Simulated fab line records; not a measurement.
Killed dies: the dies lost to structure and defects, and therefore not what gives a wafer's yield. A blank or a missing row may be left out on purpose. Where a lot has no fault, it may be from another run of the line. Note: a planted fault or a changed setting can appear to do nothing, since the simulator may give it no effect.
fab line records	flow n5-finfet	part 2 of 2: steps 4 to 6 of 6
[record] lots = 21	wafers = 63	last-day = 18
route steps=1938 shown BEOL_M8@1335
lots that met no fault: taken from a fault-free run of the same line
start-h: hours from the record's opening day to when the first of the lot's shown wafers began	wait-h: hours elapsed since this lot's preceding step	" repeats the value in the row above	L1.1+2: a row that stands for several wafers	- value missing, or start not given	* or withheld: withheld	< > ~ a bound
route shown NAME@n: NAME is a module with steps in the file, n the number in the route of the first one	usual: mean and standard deviation over wafers with no fault	same: alike in all rows	chamber/n: place in a boat	sites: readings site by site	_std_site: standard deviation across them	_edge_site: outer sites' mean less inner sites'	radius-mm: how far each site lies from the wafer's centre	mask NAME#n: copy n	behind: tool/chamber where the wafer was last shaped	hold: why the lot went on hold/how many hours it stayed there/how the hold came to an end	device: transistor that didn't switch, given as n, p or np	end of line: the tests these same wafers got at the end of their route	a step without rows: its recipe alone	killed: dies that structure and defects cost at the first sort, which is not the same as the wafer's yield	map: shows each die of a wafer: x if killed, . if not, _ if none is there
set.NAME: the setting that was run; set.NAME@STEP: the one run at that earlier step	model.NAME: the simulator's own value behind a step, which no gauge read
one table for each step of the route and one row for each wafer, over a sample of lots
services: when a tool's chamber went out of use (start-h, in hours from the record's first day, below 0 if earlier), for how many hours, and the reason
[[steps]]
[step N5_BEOL_M8_STRIP_36]
[recipe] chemistry = N2/H2	power-w = 450	temp-c = 40	pressure-mtorr = 20	rf-frequency-hz = 6e+07	overash-fraction = 0.3	bias-power-w = 7	h2-frac = 0.5	n2-flow-sccm = 200	h2-flow-sccm = 200
[usual] drypump-motor-current-A = 5.8/0.43	n2-flow-sccm = 200.0/0.58	oes-product-au = 0.82/0.092	rf-vpp-V = 59.4/1.4	showerhead-plenum-p-Torr = 2.56/0.097	throttle-valve-pct = 23.6/0.33
lot.wafer	tool	chamber	start-h	wait-h	drypump-motor-current-A	n2-flow-sccm	oes-product-au	rf-hours-counter-h	rf-vpp-V	showerhead-plenum-p-Torr	throttle-valve-pct
L074.4	rie-diel-05	2	201.28	0.0	5.1	200.2	0.90	27	62.3	2.72	23.4
L074.5	"	1	"	"	5.6	200.3	0.70	-	56.7	2.41	23.5
L074.6	"	2	"	"	5.1	200.0	0.90	-	61.6	2.72	23.5
L077.2	rie-diel-05	1	221.48	0.0	5.6	200.6	0.70	221	61.1	2.40	23.5
L077.3	"	0	"	"	6.6	200.7	0.80	119	59.2	2.67	23.9
L077.6	"	2	"	"	5.1	200.0	0.87	-	58.0	2.71	23.5
L078.1	rie-diel-03	1	230.45	0.0	5.8	199.1	0.83	51	58.0	2.59	24.0
L078.3	"	3	"	"	5.5	200.4	0.90	32	61.4	2.46	23.4
L078.6	"	0	"	"	5.8	198.9	0.68	-	61.0	2.60	23.0
L079.3	rie-diel-03	3	234.53	0.0	5.5	199.0	0.88	34	60.7	2.46	23.4
L079.4	"	1	"	"	5.8	200.2	0.82	-	56.8	2.59	24.0
L079.6	"	3	"	"	5.5	199.6	0.89	-	58.4	2.46	23.4
L081.1	rie-diel-04	1	246.64	0.0	6.1	200.8	0.82	89	58.5	2.57	23.5
L081.3	"	0	"	"	6.4	200.7	0.95	9	58.8	2.58	24.1
L081.5	"	0	"	"	6.4	200.4	0.94	-	57.8	2.58	24.1
L080.1	rie-diel-05	0	246.92	0.0	6.6	200.9	0.79	130	60.5	2.67	23.8
L080.4	"	2	"	"	5.1	199.5	0.87	42	59.3	2.71	23.5
L080.5	"	0	"	"	6.6	200.4	0.80	-	61.9	2.67	23.9
L083.2	rie-diel-04	0	252.47	0.0	6.4	202.2	0.95	11	59.4	2.58	24.1
L083.3	"	1	"	"	6.1	200.5	0.82	91	58.4	2.57	23.5
L083.5	"	2	"	"	5.5	200.1	0.71	-	60.7	2.42	23.7
L082.1	rie-diel-03	1	254.38	0.0	5.8	199.8	0.82	62	59.5	2.59	24.0
L082.2	"	2	"	"	5.9	200.0	0.95	9	59.9	2.70	23.0
L082.3	"	0	"	"	5.8	200.6	0.68	245	58.3	2.60	23.0
L084.1	rie-diel-05	0	272.45	0.0	6.6	199.7	0.79	139	60.2	2.66	23.9
L084.3	"	2	"	"	5.1	200.1	0.86	52	58.7	2.71	23.5
L084.6	"	0	"	"	6.6	200.3	0.78	-	60.3	2.66	23.9
L085.3	rie-diel-04	2	276.65	0.0	5.5	201.0	0.69	220	59.4	2.41	23.7
L085.4	"	0	"	"	6.4	199.0	0.92	19	58.5	2.57	24.1
L085.6	"	1	"	"	6.1	200.3	0.82	-	60.8	2.57	23.5
L086.1	rie-diel-03	3	278.53	0.0	5.5	199.1	0.87	51	59.8	2.45	23.4
L086.4	"	1	"	"	5.8	199.6	0.81	-	61.0	2.59	24.1
L086.5	"	2	"	"	5.9	199.4	0.93	-	60.1	2.69	23.0
L087.2	rie-diel-04	0	280.62	0.0	6.4	200.3	0.91	21	61.2	2.57	24.1
L087.5	"	3	"	"	5.7	199.6	0.89	-	56.6	2.59	23.5
L087.6	"	0	"	"	6.4	200.1	0.92	-	59.6	2.57	24.1
L088.3	rie-diel-03	3	284.60	0.0	5.5	200.3	0.85	53	57.2	2.45	23.4
L088.4	"	3	"	"	5.5	200.9	0.85	-	59.5	2.45	23.4
L088.6	"	0	"	"	5.8	199.4	0.97	-	59.3	2.59	22.8
L089.3	rie-diel-05	0	298.69	0.0	6.6	199.9	0.77	149	57.7	2.66	23.9
L089.4	"	1	"	"	5.6	198.5	0.67	-	58.8	2.39	23.6
L089.6	"	0	"	"	6.6	199.9	0.76	-	59.9	2.66	23.9
L090.2	rie-diel-05	3	307.83	0.0	5.7	199.6	1.00	1	60.7	2.49	23.2
L090.4	"	0	"	"	6.6	200.5	0.76	-	62.3	2.66	23.9
L090.6	"	3	"	"	5.7	199.9	1.01	-	60.2	2.49	23.2
L093.1	rie-diel-04	1	311.58	0.0	6.1	199.8	0.79	110	61.9	2.56	23.5
L093.2	"	3	"	"	5.6	200.6	0.87	38	60.4	2.58	23.5
L093.5	"	3	"	"	5.7	199.8	0.87	-	59.0	2.58	23.5
L091.1	rie-diel-05	3	311.83	0.0	5.7	200.2	0.98	3	59.9	2.49	23.2
L091.3	"	3	"	"	5.7	200.2	0.96	-	58.2	2.49	23.2
L091.6	"	3	"	"	5.7	200.2	0.97	-	57.5	2.49	23.2
L092.2	rie-diel-03	3	317.36	0.0	5.5	201.0	0.84	69	58.5	2.44	23.4
L092.4	"	2	"	"	5.9	199.8	0.91	28	58.4	2.69	23.0
L092.6	"	0	"	"	5.8	199.4	0.93	-	61.9	2.59	22.9
L096.1	rie-diel-05	0	347.06	0.0	6.7	200.3	0.75	166	59.6	2.65	23.9
L096.2	"	2	"	"	5.1	199.5	0.81	78	61.1	2.70	23.5
L096.3	"	1	"	"	5.6	200.3	0.95	6	60.2	2.71	23.5
L094.1	rie-diel-04	3	349.80	0.0	5.7	200.0	0.85	51	61.6	2.58	23.5
L094.2	"	0	"	"	6.4	200.3	0.87	45	60.7	2.56	24.1
L094.6	"	2	"	"	5.4	200.6	0.69	-	59.7	2.40	23.8
L095.1	rie-diel-03	2	356.01	0.0	5.9	199.4	0.88	40	59.2	2.68	23.0
L095.3	"	3	"	"	5.5	200.2	0.84	81	59.3	2.44	23.4
L095.5	"	0	"	"	5.8	199.7	0.90	-	61.0	2.58	22.9
[step N5_BEOL_M8_ETCH_41]
[recipe] chemistry = CH3F/O2	target = SiCN	target-depth-a = 319	taper-deg = 2	time-s = 57.8	ion-energy-ev = 120	mask-material = TiN	pressure-mtorr = 30	source-w = 395	bias-w = 75	Ar_flow_sccm = 150	CH3F_flow_sccm = 30	O2_flow_sccm = 20
[usual] bias-w = 75.00/0.2	drypump-motor-current-A = 5.8/0.43	oes-product-au = 0.82/0.093	rf-vpp-V = 297.7/1.6	showerhead-plenum-p-Torr = 2.02/0.075	throttle-valve-pct = 16.22/0.21
lot.wafer	tool	chamber	start-h	wait-h	bias-w	drypump-motor-current-A	oes-product-au	rf-hours-counter-h	rf-vpp-V	showerhead-plenum-p-Torr	throttle-valve-pct
L074.4	rie-diel-05	2	-	-	74.99	5.1	0.89	27	301.0	2.14	15.95
L074.5	"	1	"	"	75.03	5.6	0.70	-	295.7	1.89	16.33
L074.6	"	2	"	"	75.29	5.1	0.89	-	297.5	2.14	15.95
L077.2	rie-diel-05	1	-	-	75.01	5.6	0.69	221	295.6	1.89	16.35
L077.3	"	0	"	"	74.70	6.6	0.79	119	300.1	2.09	16.36
L077.6	"	2	"	"	74.89	5.1	0.88	-	298.6	2.14	15.96
L078.1	rie-diel-03	1	-	-	74.93	5.8	0.83	51	296.9	2.01	16.25
L078.3	"	3	"	"	74.84	5.5	0.89	32	294.8	1.96	16.27
L078.6	"	0	"	"	75.26	5.8	0.69	-	299.5	2.06	16.10
L079.3	rie-diel-03	3	-	-	74.99	5.5	0.89	34	296.5	1.96	16.28
L079.4	"	1	"	"	74.91	5.8	0.83	-	296.8	2.01	16.22
L079.6	"	3	"	"	75.03	5.5	0.88	-	296.9	1.96	16.28
L081.1	rie-diel-04	1	-	-	74.94	6.1	0.83	89	298.3	2.02	16.15
L081.3	"	0	"	"	74.69	6.4	0.95	9	298.3	2.06	16.56
L081.5	"	0	"	"	74.85	6.4	0.95	-	298.7	2.06	16.56
L080.1	rie-diel-05	0	-	-	75.13	6.6	0.78	130	299.0	2.09	16.39
L080.4	"	2	"	"	74.82	5.1	0.86	42	299.8	2.13	15.98
L080.5	"	0	"	"	75.35	6.6	0.78	-	298.5	2.09	16.38
L083.2	rie-diel-04	0	-	-	75.25	6.4	0.94	11	298.5	2.06	16.56
L083.3	"	1	"	"	74.72	6.1	0.83	91	297.0	2.02	16.13
L083.5	"	2	"	"	75.18	5.4	0.70	-	295.7	1.90	16.35
L082.1	rie-diel-03	1	-	-	75.16	5.8	0.82	62	298.6	2.01	16.26
L082.2	"	2	"	"	75.01	5.9	0.95	9	299.6	2.14	15.93
L082.3	"	0	"	"	74.87	5.8	0.68	245	298.4	2.05	16.10
L084.1	rie-diel-05	0	-	-	74.97	6.6	0.77	139	298.5	2.08	16.39
L084.3	"	2	"	"	74.91	5.1	0.85	52	299.1	2.13	15.98
L084.6	"	0	"	"	74.98	6.6	0.77	-	297.9	2.08	16.40
L085.3	rie-diel-04	2	-	-	74.84	5.5	0.70	220	294.7	1.89	16.35
L085.4	"	0	"	"	75.08	6.4	0.92	19	299.5	2.05	16.56
L085.6	"	1	"	"	75.16	6.1	0.81	-	298.1	2.02	16.18
L086.1	rie-diel-03	3	-	-	75.19	5.5	0.86	51	296.1	1.95	16.31
L086.4	"	1	"	"	75.02	5.8	0.81	-	297.7	2.01	16.30
L086.5	"	2	"	"	74.97	5.9	0.91	-	300.4	2.13	15.95
L087.2	rie-diel-04	0	-	-	75.29	6.4	0.90	21	299.4	2.05	16.57
L087.5	"	3	"	"	74.98	5.7	0.90	-	297.5	2.03	16.11
L087.6	"	0	"	"	75.16	6.4	0.91	-	299.1	2.05	16.58
L088.3	rie-diel-03	3	-	-	75.11	5.5	0.86	53	295.5	1.95	16.32
L088.4	"	3	"	"	74.96	5.6	0.86	-	295.7	1.95	16.32
L088.6	"	0	"	"	74.98	5.8	1.00	-	297.4	2.05	15.67
L089.3	rie-diel-05	0	-	-	75.17	6.6	0.76	149	299.1	2.08	16.42
L089.4	"	1	"	"	74.98	5.6	0.67	-	294.2	1.88	16.39
L089.6	"	0	"	"	74.84	6.6	0.76	-	298.7	2.08	16.43
L090.2	rie-diel-05	3	-	-	75.42	5.7	1.01	1	295.5	1.96	15.92
L090.4	"	0	"	"	75.04	6.6	0.75	-	300.3	2.08	16.43
L090.6	"	3	"	"	75.24	5.7	1.01	-	297.4	1.96	15.93
L093.1	rie-diel-04	1	-	-	74.87	6.1	0.81	110	297.6	2.01	16.18
L093.2	"	3	"	"	75.14	5.7	0.88	38	298.5	2.03	16.14
L093.5	"	3	"	"	75.09	5.7	0.87	-	298.4	2.03	16.15
L091.1	rie-diel-05	3	-	-	74.44	5.7	0.99	3	297.3	1.96	15.92
L091.3	"	3	"	"	74.85	5.7	0.98	-	297.5	1.96	15.91
L091.6	"	3	"	"	74.94	5.7	0.99	-	297.9	1.96	15.92
L092.2	rie-diel-03	3	-	-	75.37	5.5	0.84	69	295.7	1.95	16.35
L092.4	"	2	"	"	74.99	5.8	0.89	28	298.9	2.13	15.95
L092.6	"	0	"	"	75.01	5.8	0.93	-	299.6	2.04	15.71
L096.1	rie-diel-05	0	-	-	74.77	6.6	0.75	166	298.4	2.08	16.46
L096.2	"	2	"	"	74.99	5.1	0.81	78	299.9	2.12	16.03
L096.3	"	1	"	"	74.79	5.6	0.95	6	299.8	2.13	15.99
L094.1	rie-diel-04	3	-	-	75.04	5.7	0.87	51	298.5	2.03	16.17
L094.2	"	0	"	"	74.89	6.4	0.88	45	296.8	2.04	16.64
L094.6	"	2	"	"	74.86	5.5	0.69	-	295.4	1.89	16.41
L095.1	rie-diel-03	2	-	-	74.83	5.9	0.88	40	298.3	2.13	15.97
L095.3	"	3	"	"	74.99	5.5	0.82	82	295.5	1.94	16.37
L095.5	"	0	"	"	74.92	5.8	0.90	-	297.4	2.04	15.74
[step N5_BEOL_M8_CD_MEAS_35]
[recipe] target-cd-nm = 40	polarity = opening
[usual] cd-nm = 40.0/0.53
lot.wafer	tool	chamber	start-h	wait-h	cd-nm
L074.4	cd-sem-02	-	201.64	0.0	39.3
L074.5	"	-	"	"	40.2
L074.6	"	-	"	"	39.7
L077.2	cd-sem-03	-	221.83	0.0	39.5
L077.3	"	-	"	"	40.3
L077.6	"	-	"	"	40.4
L078.1	cd-sem-03	-	230.80	0.0	39.8
L078.3	"	-	"	"	41.4
L078.6	"	-	"	"	40.3
L079.3	cd-sem-02	-	234.88	0.0	40.2
L079.4	"	-	"	"	40.5
L079.6	"	-	"	"	40.7
L081.1	cd-sem-01	-	247.00	0.0	40.4
L081.3	"	-	"	"	39.9
L081.5	"	-	"	"	38.7
L080.1	cd-sem-01	-	247.27	0.0	40.3
L080.4	"	-	"	"	40.9
L080.5	"	-	"	"	40.9
L083.2	cd-sem-03	-	252.83	0.0	40.1
L083.3	"	-	"	"	39.8
L083.5	"	-	"	"	40.5
L082.1	cd-sem-02	-	254.74	0.0	39.7
L082.2	"	-	"	"	38.6
L082.3	"	-	"	"	39.2
L084.1	cd-sem-03	-	272.80	0.0	40.2
L084.3	"	-	"	"	40.8
L084.6	"	-	"	"	40.2
L085.3	cd-sem-01	-	277.01	0.0	39.7
L085.4	"	-	"	"	40.5
L085.6	"	-	"	"	40.5
L086.1	cd-sem-01	-	278.88	0.0	40.4
L086.4	"	-	"	"	39.8
L086.5	"	-	"	"	39.1
L087.2	cd-sem-03	-	280.97	0.0	39.9
L087.5	"	-	"	"	40.7
L087.6	"	-	"	"	40.1
L088.3	cd-sem-02	-	284.97	0.0	40.7
L088.4	"	-	"	"	40.0
L088.6	"	-	"	"	39.0
L089.3	cd-sem-02	-	299.04	0.0	39.3
L089.4	"	-	"	"	39.3
L089.6	"	-	"	"	40.0
L090.2	cd-sem-02	-	308.19	0.0	40.7
L090.4	"	-	"	"	40.6
L090.6	"	-	"	"	39.9
L093.1	cd-sem-03	-	311.93	0.0	40.0
L093.2	"	-	"	"	40.1
L093.5	"	-	"	"	40.1
L091.1	cd-sem-03	-	312.28	0.0	40.1
L091.3	"	-	"	"	38.9
L091.6	"	-	"	"	39.1
L092.2	cd-sem-01	-	317.71	0.0	40.0
L092.4	"	-	"	"	40.0
L092.6	"	-	"	"	39.7
L096.1	cd-sem-02	-	347.41	0.0	40.4
L096.2	"	-	"	"	40.0
L096.3	"	-	"	"	40.0
L094.1	cd-sem-03	-	350.18	0.0	40.5
L094.2	"	-	"	"	40.0
L094.6	"	-	"	"	40.3
L095.1	cd-sem-01	-	356.36	0.0	40.0
L095.3	"	-	"	"	40.9
L095.5	"	-	"	"	40.3
[[services]]
tool	chamber	start-h	hours	kind
rie-diel-03	3	197.84	8.7	repair
pecvd-02	2	202.45	4.4	repair
pecvd-02	2	210.16	5.3	repair
rie-diel-03	3	214.28	5.1	repair
pecvd-01	-	218.27	14.1	repair
rie-metal-02	-	232.71	14.6	pm
pecvd-03	1	236.93	4.2	repair
rie-diel-03	3	248.74	6.3	repair
pecvd-01	-	249.84	0.6	repair
rie-diel-04	3	251.44	4.5	repair
rie-metal-03	0	255.47	17.8	repair
rie-diel-05	3	256.33	3.1	repair
rie-diel-03	2	262.22	1.6	repair
rie-metal-02	1	266.73	10.1	repair
pecvd-01	-	269.73	1.0	repair
rie-diel-04	1	270.31	3.5	repair
rie-diel-03	2	283.29	16.3	repair
rie-metal-03	1	287.20	1.0	repair
rie-metal-03	-	290.47	4.0	pm
rie-diel-05	2	309.40	3.4	repair
rie-metal-03	0	318.23	5.4	repair
rie-diel-05	3	320.86	5.4	repair
rie-diel-03	1	344.53	6.7	repair
rie-diel-04	0	355.13	2.6	repair
